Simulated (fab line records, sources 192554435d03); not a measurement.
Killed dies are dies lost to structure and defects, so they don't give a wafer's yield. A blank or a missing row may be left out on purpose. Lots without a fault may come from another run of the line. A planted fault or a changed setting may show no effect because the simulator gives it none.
Chamber matching | flow n5_finfet | N5_HKMG_FIN_CMP_94 on cmp-02: 4 sister chambers
The step polishes, stops on SiNx, t overpolish 4.7 s, target thk 43.299 nm. 22 wafers are shown with their chamber, then 11 later ones without.

WAFERS WITH THEIR CHAMBER
wafer  | chamber | motor_current_A (A) | retaining_ring_pressure_frac
L074.1 | 2       | 13.8                | 1.004
L074.2 | 0       | 12.7                | 1.001
L074.3 | 1       | 12.2                | 1.006
L075.3 | 1       | 11.8                | 1.003
L075.4 | 3       | 13.4                | 1.005
L075.6 | 0       | 11.8                | 0.992
L076.3 | 2       | 13.0                | 1.002
L076.4 | 1       | 11.7                | 1.005
L076.6 | 1       | 11.2                | 0.996
L080.1 | 0       | 12.3                | 1.013
L080.4 | 3       | 14.2                | 0.991
L080.6 | 0       | 12.1                | 1.007
L081.1 | 3       | 14.5                | 0.997
L081.2 | 2       | 12.0                | 1.004
L081.5 | 0       | 12.6                | 1.002
L087.1 | 1       | 11.8                | 1.009
L087.2 | 3       | 14.1                | 0.993
L087.6 | 2       | 13.1                | 0.997
L090.2 | 0       | 11.4                | 1.011
L090.3 | 2       | 12.9                | 1.000
L090.4 | 3       | 13.9                | 1.005
L091.1 | 3       | 14.1                | 0.999

SIGNATURES (means of the wafers above)
reading                      | chamber 0 | chamber 1 | chamber 2 | chamber 3 | scatter within a chamber
motor_current_A              | 12.150    | 11.740    | 12.960    | 14.033    | 0.474
retaining_ring_pressure_frac | 1.00433   | 1.00380   | 1.00140   | 0.99833   | 0.00577
Rule: a wafer's distance from a chamber is the root of the sum, over the readings, of the square of ((its reading less the chamber's mean) divided by the reading's scatter). The wafer belongs to the nearest chamber; if the next one is less than 2 further off, it can't be placed. The scatter: the root of (the sum of the squares of (reading less its chamber's mean) over the shown wafers, divided by (wafers less chambers)).

WAFERS WITHOUT THEIR CHAMBER
wafer  | motor_current_A (A) | retaining_ring_pressure_frac
L091.3 | 11.1                | 1.009
L091.4 | 11.1                | 0.991
L094.4 | 11.9                | 1.007
L094.5 | 12.1                | 0.993
L094.6 | 14.0                | 0.993
L095.2 | 12.1                | 0.998
L095.4 | 14.0                | 0.998
L095.5 | 12.9                | 1.002
L097.4 | 13.9                | 1.001
L097.5 | 12.4                | 1.002
L097.6 | 11.7                | 0.998

WHICH CHAMBER EACH WENT THROUGH
wafer  | from the rows above          | in truth
L091.3 | can't be placed: 1 or 0      | 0
L091.4 | can't be placed: 1 or 0 or 2 | 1
L094.4 | can't be placed: 1 or 0 or 2 | 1
L094.5 | can't be placed: 0 or 1 or 2 | 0
L094.6 | can't be placed: 3 or 2      | 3
L095.2 | can't be placed: 0 or 1 or 2 | 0
L095.4 | 3                            | 3
L095.5 | can't be placed: 2 or 0      | 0
L097.4 | can't be placed: 3 or 2      | 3
L097.5 | can't be placed: 0 or 2 or 1 | 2
L097.6 | can't be placed: 1 or 0 or 2 | 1
Placed correctly: 1 of 11. Can't be placed from these rows: 10 (the true chamber is among the candidates in 10). Placed wrongly: 0.
